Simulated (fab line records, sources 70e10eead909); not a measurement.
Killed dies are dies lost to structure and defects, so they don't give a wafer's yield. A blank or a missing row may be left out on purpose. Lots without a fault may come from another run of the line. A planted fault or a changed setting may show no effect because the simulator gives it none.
A struck lot beside a sound one | flow nand_harc | 21 steps out of a route of 1302
Sound: wafers L314.1, L314.3, L314.6. Struck: wafers L315.1, L315.3, L315.6. The cause comes at the end.
At each step with rows: each side's tool, then ch and its chambers, then its first start. Under that, the readings that differ: sound wafers | struck wafers | difference of the means | sigmas: that difference in standard deviations of wafers without a fault.
alike: readings whose means differ by less than 2 such deviations, and words and numbers that are the same on both sides. not compared: withheld readings, readings that some wafer has no value for, bounds like >300 that may hide the same value, and numbers for which the record gives no deviation and whose values overlap.
The two part at a step that has a row with sigmas, a row that says differs or no value, or rows on one side only. Numbers that don't overlap but have no deviation are shown without sigmas and don't part them. A reading that every wafer of one side lacks parts them only if that side has two wafers or more.

NHARC_A_BLC_CMP_25: polishes, t overpolish 30 s, target thk 150 nm.
  sound on cmp-03 ch 0,1,3, day 28 15:50; struck on cmp-03 ch 0,2, day 28 12:24
  alike: motor_current_A, overpolish_run_s, time_to_endpoint_s
then, 1 step without rows for these wafers: NHARC_A_BLC_SRD_27.
NHARC_A_BLC_INSPECT_28:
  sound on defect_inspect-02, day 28 16:13; struck on defect_inspect-01, day 28 12:49
  alike: raw_defect_count
then, 8 steps without rows for these wafers: NHARC_A_M0_DEP_00 (deposits SiOC, target thk 150 nm); NHARC_A_M0_DEHYDRATE_01 (time 120 s); NHARC_A_M0_HMDS_02 (time 30 s); NHARC_A_M0_COAT_33 (time 65 s); NHARC_A_M0_COAT_03 (resist thk 90 nm); NHARC_A_M0_SOFTBAKE_04 (time 55 s); NHARC_A_M0_EBR_05; NHARC_A_M0_EXPOSE_06 (exposes mask A M0, target cd 80 nm).
NHARC_A_M0_PEB_07: peb time 65 s.
  sound on litho_track-01 ch 0, day 28 17:02; struck on litho_track-06 ch 0, day 28 13:30
  reading                  | sound               | struck               | difference | sigmas
  heater_power_total_W (W) | 155.9 157.1 156.1   | 161.9 162.8 162.8    | +6.1       | +14
  plate_temp_C (C)         | 100.04 99.86 100.02 | 102.53 102.53 102.46 | +2.53      | +19
then, 1 step without rows for these wafers: NHARC_A_M0_DEVELOP_08 (develop time 35 s).
NHARC_A_M0_CD_MEAS_09: target cd 80 nm.
  sound on cd_sem-02 ch 0, day 28 17:07; struck on cd_sem-03 ch 0
  reading    | sound          | struck         | difference | sigmas
  cd_nm (nm) | 78.9 79.4 79.2 | 87.2 87.6 86.9 | +8.1       | +18
  not compared: hold
NHARC_A_M0_OVL_MEAS_10: pitch 160 nm.
  sound on overlay-01, day 28 17:12; struck on overlay-01, day 28 16:29
  reading | sound | struck                                                                     | difference                   | sigmas
  hold    | - - - | await_dispo/2.6h/release await_dispo/2.6h/release await_dispo/2.6h/release | no value on the sound wafers |
  alike: overlay_x_nm, overlay_y_nm
NHARC_A_M0_INSPECT_11:
  sound on defect_inspect-02, day 28 17:14; struck on defect_inspect-01, day 28 16:31
  alike: raw_defect_count
NHARC_A_M0_DESCUM_14: chemistry O2, time 3 s.
  sound on rie_diel-13 ch 1,2,3, day 28 17:18; struck on rie_diel-04 ch 0,1,2, day 28 16:35
  reading               | sound             | struck            | difference | sigmas
  model.A_M0.cd_nm (nm) | 78.83 79.35 78.95 | 87.21 88.06 86.48 | +8.21      |
  alike: drypump_motor_current_A, oes_product_au, rf_vpp_V, showerhead_plenum_p_Torr, throttle_valve_pct
  not compared: rf_hours_counter_h
NHARC_A_M0_ETCH_34: etches the open film in N2/H2, target depth 40 nm, overetch 12 nm, time 43.94 s.
  sound on rie_diel-13 ch 0,1,3, day 28 17:23; struck on rie_diel-04 ch 2,3, day 28 16:40
  alike: drypump_motor_current_A, oes_product_au, rf_vpp_V, showerhead_plenum_p_Torr, throttle_valve_pct
  not compared: rf_hours_counter_h
NHARC_A_M0_ETCH_15: etches the open film in C4F8/Ar, target depth 150 nm, overetch 15 nm, time 82.5 s.
  sound on rie_diel-13 ch 0,1; struck on rie_diel-04 ch 1,3
  reading               | sound             | struck            | difference | sigmas
  model.A_M0.cd_nm (nm) | 78.58 79.42 78.53 | 87.08 88.31 86.56 | +8.47      |
  alike: oes_product_au, rf_vpp_V
  not compared: rf_hours_counter_h
NHARC_A_M0_CD_MEAS_16:
  sound on cd_sem-03, day 28 17:35; struck on cd_sem-03, day 28 17:04
  reading    | sound          | struck         | difference | sigmas
  cd_nm (nm) | 78.3 79.6 78.5 | 87.2 88.6 86.4 | +8.6       | +13
  not compared: hold
NHARC_A_M0_STRIP_18: strips in N2/H2.
  sound on rie_diel-04 ch 0,1,2, day 28 17:40; struck on rie_diel-02 ch 0,1,2, day 28 18:00
  reading | sound | struck                                                                     | difference                   | sigmas
  hold    | - - - | await_dispo/0.9h/release await_dispo/0.9h/release await_dispo/0.9h/release | no value on the sound wafers |
  alike: drypump_motor_current_A, oes_product_au, rf_vpp_V, showerhead_plenum_p_Torr, throttle_valve_pct
  not compared: rf_hours_counter_h

WHERE THEY PART
First at NHARC_A_M0_PEB_07; last, within this record, at NHARC_A_M0_STRIP_18.

WHY: what the simulator had put in
Process parameter drift: litho_track-06, from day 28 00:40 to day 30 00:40, at NHARC_A_M0_PEB_07. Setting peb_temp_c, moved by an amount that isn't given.
